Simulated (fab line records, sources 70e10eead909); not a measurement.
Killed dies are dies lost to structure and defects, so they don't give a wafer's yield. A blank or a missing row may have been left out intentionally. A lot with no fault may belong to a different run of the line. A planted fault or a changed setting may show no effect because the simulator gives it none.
Which tool was responsible?	flow nand_harc	24 lots with 72 wafers sampled at 6 steps, on a route of 1302 steps

WHAT EACH GAUGE READ, for each wafer
The record lacks any reading of a measuring or inspecting step that a usual standard deviation could be used to judge.

WHAT TOOL EACH LOT RAN ON (gives the tool, then ch and the chambers of the sampled wafers, and finally the start)
lot	NHARC_A_CHANNEL_HOLE_D1_ETCH_22	NHARC_A_CHANNEL_HOLE_D1_ETCH_25	NHARC_A_CHANNEL_HOLE_D1_ETCH_33	NHARC_A_CHANNEL_HOLE_D1_STRIP_27	NHARC_A_CHANNEL_FILL_D1_ALD_25	NHARC_A_DECK1_JOINT_ETCHBACK_07
L074	har_etch-01 ch 0, day 8 20:01	har_etch-01 ch 0, day 8 22:04	har_etch-01 ch 0, day 8 23:08	rie_diel-09 ch 0,2,3, day 10 16:15 or earlier	ald_hk-02 ch 0,1,2, day 10 16:15	rie_si-02 ch 0,1, day 11 03:56
L075	har_etch-01 ch 0, day 9 05:33	har_etch-01 ch 0, day 9 07:38	har_etch-01 ch 0, day 9 08:37	rie_diel-01 ch 1,2,3, day 11 01:30 or earlier	ald_hk-03 ch 0,1,2, day 11 01:30	rie_si-02 ch 1,3, day 11 12:32
L076	har_etch-02 ch 0,1, day 9 07:34	har_etch-02 ch 0,1, day 9 09:37	har_etch-02 ch 0,1, day 9 10:42	rie_diel-09 ch 0,2,3, day 11 00:49 or earlier	ald_hk-04 ch 1,2, day 11 00:49	rie_si-03 ch 1,2,3, day 11 12:32
L077	har_etch-02 ch 0,1, day 9 22:15	har_etch-02 ch 0,1, day 10 00:16	har_etch-02 ch 0,1, day 10 01:22	rie_diel-09 ch 1,2,3, day 11 17:05 or earlier	ald_hk-03 ch 0,2,3, day 11 17:05	rie_si-02 ch 2,3, day 12 04:16
L079	har_etch-01 ch 0,1, day 10 17:53	har_etch-01 ch 0,1, day 10 20:04	har_etch-01 ch 0,1, day 10 20:47	rie_diel-13 ch 1,2,3, day 12 11:50 or earlier	ald_hk-04 ch 0,1, day 12 11:50	rie_si-02 ch 0,1,2, day 12 23:05
L078	har_etch-02 ch 0,1, day 10 18:00	har_etch-02 ch 0,1, day 10 20:04	har_etch-02 ch 0,1, day 10 21:01	rie_diel-09 ch 0,1,2, day 12 13:40 or earlier	ald_hk-02 ch 0,3, day 12 13:40	rie_si-03 ch 0,1,2, day 13 01:53
L080	har_etch-02 ch 0,1, day 11 04:08	har_etch-02 ch 0,1, day 11 06:11	har_etch-02 ch 0,1, day 11 07:16	rie_diel-09 ch 0,2,3, day 12 23:54 or earlier	ald_hk-02 ch 1,2,3, day 12 23:54	rie_si-02 ch 0,2,3, day 13 12:52
L081	har_etch-01 ch 0,1, day 11 10:36	har_etch-01 ch 0,1, day 11 12:41	har_etch-01 ch 0,1, day 11 13:38	rie_diel-09 ch 1,2,3, day 13 07:14 or earlier	ald_hk-02 ch 1,2,3, day 13 07:14	rie_si-02 ch 2,3, day 13 19:05
L082	har_etch-02 ch 0,1, day 12 01:16	har_etch-02 ch 0,1, day 12 03:21	har_etch-02 ch 0,1, day 12 04:19	rie_diel-09 ch 0,1,2, day 13 21:40 or earlier	ald_hk-04 ch 0,1, day 13 21:40	rie_si-02 ch 2,3, day 14 09:29
L083	har_etch-01 ch 0,1, day 12 09:56	har_etch-01 ch 0,1, day 12 11:59	har_etch-01 ch 0,1, day 12 13:03	rie_diel-13 ch 1,2, day 14 04:59 or earlier	ald_hk-02 ch 0,1,3, day 14 04:59	rie_si-02 ch 0,3, day 14 15:29
L084	har_etch-02 ch 1, day 12 16:38	har_etch-02 ch 1, day 12 21:01	har_etch-02 ch 1, day 12 22:28	rie_diel-09 ch 0,1,3, day 14 14:32 or earlier	ald_hk-04 ch 0,1,3, day 14 14:32	rie_si-03 ch 1,2,3, day 15 01:07
L085	har_etch-02 ch 1, day 13 03:30	har_etch-02 ch 1, day 13 07:40	har_etch-02 ch 1, day 13 09:35	rie_diel-01 ch 0,1, day 15 00:52 or earlier	ald_hk-02 ch 0,2,3, day 15 00:52	rie_si-06 ch 0,3, day 15 11:29
L086	har_etch-01 ch 0,1, day 13 03:49	har_etch-01 ch 0,1, day 13 05:55	har_etch-01 ch 0,1, day 13 06:53	rie_diel-09 ch 1,2,3, day 14 23:38 or earlier	ald_hk-04 ch 1,2, day 14 23:38	rie_si-02 ch 0,2,3, day 15 11:31
L087	har_etch-02 ch 0,1, day 14 01:58	har_etch-02 ch 0,1, day 14 04:03	har_etch-02 ch 0,1, day 14 05:01	rie_diel-01 ch 0,3, day 15 22:31 or earlier	ald_hk-04 ch 1,2,3, day 15 22:31	rie_si-06 ch 0,1, day 16 08:30
L088	har_etch-01 ch 0,1, day 14 16:14	har_etch-01 ch 0,1, day 14 18:17	har_etch-01 ch 0,1, day 14 19:23	rie_diel-01 ch 0,2,3, day 16 11:39 or earlier	ald_hk-02 ch 0,2,3, day 16 11:39	rie_si-03 ch 0,1,2, day 16 22:14
L089	har_etch-02 ch 0,1, day 14 17:31	har_etch-02 ch 0,1, day 14 19:32	har_etch-02 ch 0,1, day 14 20:37	rie_diel-09 ch 0,2,3, day 16 10:26 or earlier	ald_hk-04 ch 0,1,2, day 16 10:26	rie_si-02 ch 0,1,3, day 16 22:11
L090	har_etch-02 ch 0,1, day 15 09:24	har_etch-02 ch 0,1, day 15 11:32	har_etch-02 ch 0,1, day 15 12:23	rie_diel-01 ch 0,1, day 17 03:49 or earlier	ald_hk-02 ch 0,1,3, day 17 03:49	rie_si-06 ch 0,1, day 17 16:13
L091	har_etch-02 ch 0,1, day 15 18:37	har_etch-02 ch 0,1, day 15 20:41	har_etch-02 ch 0,1, day 15 21:38	rie_diel-09 ch 2,3, day 17 17:10 or earlier	ald_hk-04 ch 0,3, day 17 17:10	rie_si-03 ch 0,1,2, day 18 05:41
L093	har_etch-02 ch 0,1, day 16 12:19	har_etch-02 ch 0,1, day 16 14:20	har_etch-02 ch 0,1, day 16 15:25	rie_diel-09 ch 2,3, day 18 09:11 or earlier	ald_hk-03 ch 1,2,3, day 18 09:11	rie_si-03 ch 1,2, day 18 19:41
L092	har_etch-01 ch 0,1, day 16 12:44	har_etch-01 ch 0,1, day 16 14:46	har_etch-01 ch 0,1, day 16 15:50	rie_diel-09 ch 0,3, day 18 08:31 or earlier	ald_hk-02 ch 0,2, day 18 08:31	rie_si-02 ch 1,2, day 18 19:42
L094	har_etch-01 ch 0,1, day 17 03:08	har_etch-01 ch 0,1, day 17 05:11	har_etch-01 ch 0,1, day 17 06:15	rie_diel-09 ch 0,1,3, day 18 21:37 or earlier	ald_hk-02 ch 0,1,3, day 18 21:37	rie_si-02 ch 0,1,2, day 19 08:20
L095	har_etch-01 ch 0,1, day 17 15:16	har_etch-01 ch 0,1, day 17 17:19	har_etch-01 ch 0,1, day 17 18:23	rie_diel-09 ch 0,2, day 19 09:56 or earlier	ald_hk-02 ch 0,3, day 19 09:56	rie_si-03 ch 1,2, day 19 21:39
L096	har_etch-01 ch 0,1, day 17 23:43	har_etch-01 ch 0,1, day 18 01:49	har_etch-01 ch 0,1, day 18 02:47	rie_diel-13 ch 0,1,2, day 19 17:29 or earlier	ald_hk-02 ch 1,2,3, day 19 17:29	rie_si-03 ch 0,2, day 20 04:40
L097	har_etch-01 ch 0, day 18 04:52	har_etch-01 ch 0, day 18 06:54	har_etch-01 ch 0, day 18 07:58	rie_diel-01 ch 1,3, day 20 02:54 or earlier	ald_hk-03 ch 0,2,3, day 20 02:54	rie_si-06 ch 0,2,3, day 20 13:28
- NHARC_A_CHANNEL_HOLE_D1_ETCH_22: etches the open film in C4F8/O2/Ar, time 666.7 s, target depth 1600 nm.
- NHARC_A_CHANNEL_HOLE_D1_ETCH_25: etches the open film in C4F8/O2/Ar, time 1040.2 s, target depth 1500 nm.
- NHARC_A_CHANNEL_HOLE_D1_ETCH_33: etches the open film in C4F8/O2/Ar, time 90 s, target depth 400 nm.
- NHARC_A_CHANNEL_HOLE_D1_STRIP_27: strips in O2.
- NHARC_A_CHANNEL_FILL_D1_ALD_25: deposits SiOx, target thk 60 nm, pulse time 10 s, ald cycles 600.
- NHARC_A_DECK1_JOINT_ETCHBACK_07: etches the open film in HBr, target depth 105 nm, time 26.9 s.

AS READ BY THE TOOLS THEMSELVES (means over the sampled wafers that have a number; for cases with no such wafer, the mark the record gives instead)
NHARC_A_CHANNEL_HOLE_D1_ETCH_22. Usual: drypump_motor_current_A 5.9 A, standard deviation 0.39; showerhead_plenum_p_Torr 3.62 Torr, standard deviation 0.14; throttle_valve_pct 32.154 %, standard deviation 0.009.
lot	tool	drypump_motor_current_A (A)	showerhead_plenum_p_Torr (Torr)	throttle_valve_pct (%)	flag
L074	har_etch-01	6.5	3.66	32.151	
L075	har_etch-01	6.5	3.66	32.154	
L076	har_etch-02	5.8	3.50	32.158	
L077	har_etch-02	5.8	3.45	32.157	
L079	har_etch-01	5.8	3.70	32.159	
L078	har_etch-02	5.8	3.49	32.156	
L080	har_etch-02	5.8	3.44	32.153	
L081	har_etch-01	5.7	3.69	32.154	
L082	har_etch-02	5.8	3.44	32.153	
L083	har_etch-01	5.8	3.68	32.143	
L084	har_etch-02	5.8	3.51	32.154	
L085	har_etch-02	5.8	3.51	32.158	
L086	har_etch-01	6.1	3.65	32.160	
L087	har_etch-02	5.8	3.64	32.153	
L088	har_etch-01	6.1	3.64	32.153	
L089	har_etch-02	5.8	3.78	32.160	
L090	har_etch-02	5.8	3.63	32.154	
L091	har_etch-02	5.8	3.63	32.155	
L093	har_etch-02	5.8	3.77	32.146	
L092	har_etch-01	5.7	3.65	32.159	
L094	har_etch-01	5.7	3.64	32.158	
L095	har_etch-01	6.1	3.61	32.150	
L096	har_etch-01	5.7	3.63	32.155	
L097	har_etch-01	6.4	3.58	32.146	

NHARC_A_CHANNEL_HOLE_D1_ETCH_25. Usual: drypump_motor_current_A 5.9 A, standard deviation 0.39; showerhead_plenum_p_Torr 3.61 Torr, standard deviation 0.14; throttle_valve_pct 32.235 %, standard deviation 0.0091.
lot	tool	drypump_motor_current_A (A)	showerhead_plenum_p_Torr (Torr)	throttle_valve_pct (%)	flag
L074	har_etch-01	6.4	3.65	32.239	
L075	har_etch-01	6.4	3.65	32.232	
L076	har_etch-02	5.8	3.50	32.231	
L077	har_etch-02	5.8	3.45	32.239	
L079	har_etch-01	5.7	3.69	32.230	
L078	har_etch-02	5.8	3.48	32.236	
L080	har_etch-02	5.8	3.44	32.229	
L081	har_etch-01	5.8	3.68	32.237	
L082	har_etch-02	5.8	3.43	32.228	
L083	har_etch-01	5.8	3.68	32.240	
L084	har_etch-02	5.8	3.51	32.235	
L085	har_etch-02	5.8	3.50	32.246	
L086	har_etch-01	6.0	3.64	32.230	
L087	har_etch-02	5.8	3.64	32.232	
L088	har_etch-01	6.1	3.63	32.232	
L089	har_etch-02	5.8	3.78	32.230	
L090	har_etch-02	5.8	3.63	32.234	
L091	har_etch-02	5.8	3.63	32.243	
L093	har_etch-02	5.8	3.76	32.230	
L092	har_etch-01	5.7	3.65	32.232	
L094	har_etch-01	5.7	3.64	32.233	
L095	har_etch-01	6.1	3.61	32.238	
L096	har_etch-01	5.7	3.63	32.234	
L097	har_etch-01	6.4	3.58	32.234	

NHARC_A_CHANNEL_HOLE_D1_ETCH_33. Usual: bias_v 400 V, standard deviation 3.5; drypump_motor_current_A 5.9 A, standard deviation 0.39; showerhead_plenum_p_Torr 3.65 Torr, standard deviation 0.14; throttle_valve_pct 27.619 %, standard deviation 0.0085.
lot	tool	bias_v (V)	drypump_motor_current_A (A)	showerhead_plenum_p_Torr (Torr)	throttle_valve_pct (%)	flag
L074	har_etch-01	404	6.5	3.70	27.621	
L075	har_etch-01	398	6.5	3.70	27.624	
L076	har_etch-02	401	5.8	3.53	27.617	
L077	har_etch-02	402	5.8	3.48	27.621	
L079	har_etch-01	400	5.7	3.73	27.613	
L078	har_etch-02	396	5.8	3.52	27.620	
L080	har_etch-02	401	5.8	3.47	27.612	
L081	har_etch-01	401	5.7	3.72	27.616	
L082	har_etch-02	400	5.8	3.46	27.614	
L083	har_etch-01	398	5.7	3.72	27.616	
L084	har_etch-02	399	5.8	3.55	27.618	
L085	har_etch-02	398	5.8	3.54	27.611	
L086	har_etch-01	400	6.0	3.69	27.614	
L087	har_etch-02	401	5.8	3.68	27.623	
L088	har_etch-01	402	6.1	3.68	27.624	
L089	har_etch-02	399	5.8	3.82	27.620	
L090	har_etch-02	399	5.8	3.67	27.612	
L091	har_etch-02	398	5.8	3.67	27.615	
L093	har_etch-02	402	5.8	3.81	27.625	
L092	har_etch-01	398	5.7	3.69	27.615	
L094	har_etch-01	399	5.7	3.68	27.615	
L095	har_etch-01	398	6.1	3.65	27.619	
L096	har_etch-01	401	5.8	3.67	27.619	
L097	har_etch-01	395	6.4	3.62	27.623	

NHARC_A_CHANNEL_HOLE_D1_STRIP_27. Usual: drypump_motor_current_A 5.7 A, standard deviation 0.53; oes_product_au 0.998 a.u., standard deviation 0.0074; rf_vpp_V 57.9 V, standard deviation 0.9; showerhead_plenum_p_Torr 3.55 Torr, standard deviation 0.16; throttle_valve_pct 17.036 %, standard deviation 0.0089.
lot	tool	drypump_motor_current_A (A)	oes_product_au (a.u.)	rf_vpp_V (V)	showerhead_plenum_p_Torr (Torr)	throttle_valve_pct (%)	flag
L074	rie_diel-09	5.4	0.998	58.2	3.61	17.046	
L075	rie_diel-01	5.7	0.996	57.2	3.42	17.037	
L076	rie_diel-09	5.4	0.998	58.4	3.61	17.043	
L077	rie_diel-09	6.0	0.999	58.2	3.54	17.040	
L079	rie_diel-13	5.7	0.991	58.7	3.61	17.034	
L078	rie_diel-09	5.9	0.997	57.2	3.45	17.035	
L080	rie_diel-09	5.5	0.989	57.7	3.60	17.040	
L081	rie_diel-09	6.0	1.002	57.8	3.54	17.026	
L082	rie_diel-09	5.9	0.997	57.3	3.45	17.035	
L083	rie_diel-13	5.8	0.999	58.1	3.72	17.027	
L084	rie_diel-09	5.6	1.006	58.5	3.53	17.038	
L085	rie_diel-01	5.5	0.990	58.7	3.58	17.035	
L086	rie_diel-09	6.0	0.998	58.4	3.53	17.027	
L087	rie_diel-01	5.7	1.001	57.2	3.41	17.035	
L088	rie_diel-01	5.8	0.993	57.8	3.47	17.043	
L089	rie_diel-09	5.5	1.000	57.5	3.60	17.041	
L090	rie_diel-01	5.5	1.001	58.8	3.67	17.044	
L091	rie_diel-09	5.8	0.995	58.0	3.60	17.040	
L093	rie_diel-09	5.8	1.004	57.3	3.60	17.033	
L092	rie_diel-09	5.1	1.000	57.7	3.60	17.036	
L094	rie_diel-09	5.6	0.997	58.4	3.53	17.033	
L095	rie_diel-09	5.7	1.002	57.3	3.51	17.039	
L096	rie_diel-13	5.9	0.998	58.7	3.62	17.035	
L097	rie_diel-01	5.7	0.996	57.8	3.50	17.031	

NHARC_A_CHANNEL_FILL_D1_ALD_25. Usual: heater_power_w 470 W, standard deviation 51; precursor_pulse_height_rel 0.997, standard deviation 0.018.
lot	tool	heater_power_w (W)	precursor_pulse_height_rel	flag
L074	ald_hk-02	497	0.983	
L075	ald_hk-03	442	0.988	
L076	ald_hk-04	407	0.991	
L077	ald_hk-03	454	0.992	
L079	ald_hk-04	414	1.003	
L078	ald_hk-02	538	0.999	
L080	ald_hk-02	514	1.007	
L081	ald_hk-02	518	0.997	
L082	ald_hk-04	417	1.005	
L083	ald_hk-02	509	1.010	
L084	ald_hk-04	441	0.996	
L085	ald_hk-02	533	1.006	
L086	ald_hk-04	409	1.001	
L087	ald_hk-04	435	0.980	
L088	ald_hk-02	509	0.992	
L089	ald_hk-04	414	0.999	
L090	ald_hk-02	514	0.987	
L091	ald_hk-04	471	0.999	
L093	ald_hk-03	444	0.974	
L092	ald_hk-02	495	1.004	
L094	ald_hk-02	512	1.010	
L095	ald_hk-02	509	0.992	
L096	ald_hk-02	506	1.004	
L097	ald_hk-03	448	0.987	

NHARC_A_DECK1_JOINT_ETCHBACK_07. Usual: drypump_motor_current_A 5.8 A, standard deviation 0.34; oes_product_au 1.001 a.u., standard deviation 0.0077; throttle_valve_pct 23.266 %, standard deviation 0.0093.
lot	tool	drypump_motor_current_A (A)	oes_product_au (a.u.)	throttle_valve_pct (%)	flag
L074	rie_si-02	6.0	0.998	23.261	
L075	rie_si-02	6.0	1.008	23.271	
L076	rie_si-03	5.7	1.007	23.268	
L077	rie_si-02	5.9	0.993	23.278	
L079	rie_si-02	5.8	1.014	23.269	
L078	rie_si-03	5.8	1.007	23.270	
L080	rie_si-02	5.8	1.000	23.270	
L081	rie_si-02	5.8	0.993	23.263	
L082	rie_si-02	5.9	0.987	23.272	
L083	rie_si-02	5.8	0.999	23.258	
L084	rie_si-03	5.7	0.997	23.265	
L085	rie_si-06	6.3	1.002	23.262	
L086	rie_si-02	5.8	0.995	23.267	
L087	rie_si-06	6.3	1.002	23.267	
L088	rie_si-03	5.8	1.004	23.262	
L089	rie_si-02	5.9	1.000	23.260	
L090	rie_si-06	6.3	1.004	23.270	
L091	rie_si-03	5.8	0.996	23.260	
L093	rie_si-03	5.7	0.997	23.263	
L092	rie_si-02	6.0	1.003	23.266	
L094	rie_si-02	5.8	0.995	23.263	
L095	rie_si-03	5.7	1.005	23.271	
L096	rie_si-03	6.1	1.002	23.258	
L097	rie_si-06	5.7	0.994	23.274	

THE ANSWER, worked out from the rows above alone
Rule: take the mean of a lot's wafers that have a number; if it is more than 3 standard deviations from the usual mean, the lot is off. A lot without any number at a reading at which 4 lots or more have one is off too. The other lots that the step has rows for count as sound. After the gauges, taken in route order, come the tools' own readings; for these a lot's mean is taken, as printed above. The first step at which some lot is off is used, and at that step the reading that is off furthest; a lot without a number counts as furthest.
No lot is off on any of the readings shown, so nothing can be concluded from this.

WHAT THE SIMULATOR PUT IN
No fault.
